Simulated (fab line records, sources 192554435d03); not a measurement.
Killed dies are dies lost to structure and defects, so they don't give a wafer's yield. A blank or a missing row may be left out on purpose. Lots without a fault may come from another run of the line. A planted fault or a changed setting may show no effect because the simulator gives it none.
fab line records | flow n5_finfet
record lots=7 wafers=39
route steps=1938 shown HKMG_FIN@438 GATE_CUT@500 MOL_CONTACT_COAG@559
start_h: hours from the record's first day to the start of the lot's first wafer shown | wait_h: hours since the lot's step before | " the same as in the row above | L1.1+2: a row that stands for several wafers | - no value, or no start given | * or withheld: withheld | < > ~ a bound
route shown NAME@n: a module of which the file shows steps, and the number in the route of the first | usual: mean/standard deviation of fault-free wafers | same: alike in all rows | chamber/n: place in a boat | sites: the reading at each site | _std_site: their standard deviation | _edge_site: outer sites' mean less inner sites' | radius_mm: how far each site lies from the wafer's centre | mask NAME#n: copy n | behind: the tool/chamber that last shaped the wafer | hold: why the lot was held/for how many hours/how that ended | device: the transistor (n, p or np) that didn't switch | end of line: the same wafers' tests at the end of the route | a step without rows: its recipe alone | killed: dies lost to structure and defects at the first sort, not the wafer's yield | map: a wafer's dies, x killed, . not, _ none there
set.NAME: the setting as run; set.NAME@STEP: as run at that earlier step | model.NAME: the simulator's own value behind a step, which no gauge read
lots whose settings were changed on purpose; a table a step, a row a wafer
## steps
# step N5_HKMG_FIN_ETCH_35
# recipe chemistry=N2/H2 target=SOC target_depth_a=2158 ion_energy_ev=65 bias_w=5 source_w=3000 time_s=243.4 pressure_mtorr=30 n2_flow_sccm=200 h2_flow_sccm=200
# columns lot.wafer tool chamber start_h wait_h set.time_s model.etch.depth_nm model.SOC_of_HKMG_FIN_COAT_29.thk_nm model.HKMG_FIN.feature_depth_nm
L075.1 rie_diel-03 3 79.65 0.0 243.4 217.3 82.6 217.4
L075.2 " 0 " " 243.4 207.4 92.2 207.4
L075.3 " 1 " " 243.4 210.1 90 210
L075.4 " 2 " " 243.4 217.5 82.6 217.4
L075.5 " 3 " " 243.4 217.5 82 217.6
L075.6 " 2 " " 243.4 219.3 80.6 219.2
L076.1 rie_diel-05 0 86.70 0.0 294.1 263.8 36.8 263.8
L076.2 " 1 " " 243.4 220.6 80.2 220.6
L076.3 " 3 " " 294.1 270.2 30 270.2
L076.4 " 2 " " 243.4 207.2 93.8 207.2
L076.5 " 3 " " 294.1 269.8 31 269.8
L076.6 " 0 " " 243.4 218.6 82.4 218.6
L081.2 rie_diel-05 3 119.25 0.0 243.4 222 78.8 222
L081.3 " 0 " " 243.4 214.5 86.4 214.4
L081.5 " 3 " " 243.4 220.7 79.8 220.6
L085.1 rie_diel-05 3 142.90 0.0 191.7 173.9 126.2 173.8
L085.2 " 2 " " 243.4 216.5 84.2 216.4
L085.3 " 0 " " 191.7 169.4 130.6 169.4
L085.4 " 2 " " 191.7 167.5 132.4 167.4
L085.5 " 0 " " 243.4 216.9 83 216.8
L085.6 " 3 " " 243.4 220.7 80 220.6
L089.1 rie_diel-02 3 171.18 0.0 243.4 220.5 79.4 220.6
L089.2 " 0 " " 243.4 220.7 79 220.8
L089.3 " 2 " " 293.3 251.8 48.4 251.8
L089.4 " 1 " " 293.3 255.5 44.6 255.4
L089.5 " 3 " " 293.3 265.3 33.6 265.2
L089.6 " 0 " " 243.4 220.9 79.6 220.8
L092.1 rie_diel-05 3 190.15 0.0 293 266 34 266
L092.2 " 0 " " 243.4 217.9 81.4 218
L092.3 " 2 " " 293 259.2 40.6 259.2
L092.4 " 3 " " 293 265.2 35 265.2
L092.5 " 2 " " 243.4 214.2 85.8 214.2
L092.6 " 0 " " 243.4 217 83 217
L093.1 rie_diel-02 3 191.67 0.0 194.5 174.3 126.6 174.2
L093.2 " 1 " " 243.4 209.5 91 209.6
L093.3 " 0 " " 243.4 219.6 80.8 219.6
L093.4 " 0 " " 243.4 218.9 81.6 219
L093.5 " 3 " " 194.5 174.9 124.8 174.8
L093.6 " 1 " " 194.5 167.6 132.2 167.6
# step N5_GATE_CUT_CUT_ETCH_53
# recipe chemistry=SF6/Cl2 target=W mask_material=SiO2 target_depth_a=792 pressure_mtorr=8 icp_w=900 bias_w=80 SF6_flow_sccm=40 Cl2_flow_sccm=60 ends=cleared
# usual etch_rf_on_time_s=26.0/0.72
# columns lot.wafer tool chamber start_h wait_h set.icp_w etch_rf_on_time_s
L075.1 rie_metal-02 0 87.96 0.1 954.9 24.3
L075.2 " 1 " " 900 26.2
L075.3 " 1 " " 954.9 25.2
L075.4 " 0 " " 900 25.6
L075.5 " 0 " " 900 25.8
L075.6 " 1 " " 954.9 25.0
L076.1 rie_metal-02 0 94.90 0.1 816.4 28.0
L076.2 " 1 " " 816.4 28.5
L076.3 " 0 " " 900 25.6
L076.4 " 1 " " 816.4 28.7
L076.5 " 0 " " 900 26.0
L076.6 " 1 " " 900 26.3
L081.2 rie_metal-02 0 127.48 0.1 900 25.5
L081.3 " 0 " " 900 25.5
L081.5 " 1 " " 900 25.7
L085.1 rie_metal-02 0 154.01 0.1 900 25.5
L085.2 " 1 " " 900 25.9
L085.3 " 1 " " 900 26.0
L085.4 " 0 " " 900 25.4
L085.5 " 1 " " 900 25.9
L085.6 " 0 " " 900 25.6
L089.1 rie_metal-01 0 179.61 0.1 900 27.4
L089.2 " 1 " " 900 25.3
L089.3 " 1 " " 900 25.2
L089.4 " 0 " " 900 27.7
L089.5 " 0 " " 900 27.5
L089.6 " 1 " " 900 25.3
L092.1 rie_metal-02 1 200.25 0.1 780 29.5
L092.2 " 0 " " 900 25.6
L092.3 " 0 " " 900 25.5
L092.4 " 1 " " 900 26.1
L092.5 " 1 " " 780 29.5
L092.6 " 0 " " 780 28.7
L093.1 rie_metal-02 1 200.62 0.1 808 28.3
L093.2 " 0 " " 808 27.7
L093.3 " 0 " " 900 25.4
L093.4 " 1 " " 900 25.9
L093.5 " 1 " " 900 26.1
L093.6 " 0 " " 808 27.7
# step N5_MOL_CONTACT_COAG_ALD_27
# recipe material=SiOC target_thk_a=170 temp_c=400 ald_precursor_family=carbosiloxane ald_co_reactant=H2-plasma pulse_time_s=1.5 time_s=2720 purge_time_s=2 co_reactant_purge_time_s=2 ald_cycles=340 pressure_torr=2
# columns lot.wafer tool chamber start_h wait_h set.ald_cycles model.SiOC_of_MOL_CONTACT_COAG_ALD_27.thk_nm
L075.1+2+4 ald_sin-04 3,2,1 99.65 1.8 340 17
L075.3+5+6 " 0,1,2 " " 296 14.8
L076.1+4+6 ald_sin-02 3,0,2 104.27 0.0 340 17
L076.2+3 " 1,2 " " 283 14.2
L076.5 " 3 " " 283 14
L081.2+3+5 ald_sin-04 0,3,2 139.48 0.0 340 17
L085.1+2+3+4+5+6 ald_sin-02 0,2,3,1,1,0 164.94 0.0 340 17
L089.1 ald_sin-02 1 194.40 0.0 360 18
L089.2+6 " 3 " " 340 17
L089.3+5 " 0,2 " " 360 18.2
L089.4 " 2 " " 340 17.2
L092.1+4 ald_sin-03 3,2 212.34 0.3 340 17
L092.2 " 0 " " 340 16.8
L092.3+5+6 " 1,3,0 " " 309 15.4
L093.1 ald_sin-04 3 212.91 0.7 340 17.2
L093.2+4+5 " 2,3,2 " " 310 15.6
L093.3+6 " 0 " " 340 17
## key
split step=N5_HKMG_FIN_ETCH_35 setting=time_s stated=243.4 by=wafer
response step=N5_HKMG_FIN_ETCH_35 reading=model.etch.depth_nm change=+2.21 per=1% r=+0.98
response step=N5_HKMG_FIN_ETCH_35 reading=model.SOC_of_HKMG_FIN_COAT_29.thk_nm change=-2.21 per=1% r=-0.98
response step=N5_HKMG_FIN_ETCH_35 reading=model.HKMG_FIN.feature_depth_nm change=+2.21 per=1% r=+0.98
split step=N5_GATE_CUT_CUT_ETCH_53 setting=icp_w stated=900 by=wafer
response step=N5_GATE_CUT_CUT_ETCH_53 reading=etch_rf_on_time_s change=* per=1% r=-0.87
split step=N5_MOL_CONTACT_COAG_ALD_27 setting=ald_cycles stated=340 by=wafer
response step=N5_MOL_CONTACT_COAG_ALD_27 reading=model.SiOC_of_MOL_CONTACT_COAG_ALD_27.thk_nm change=+0.17 per=1% r=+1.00
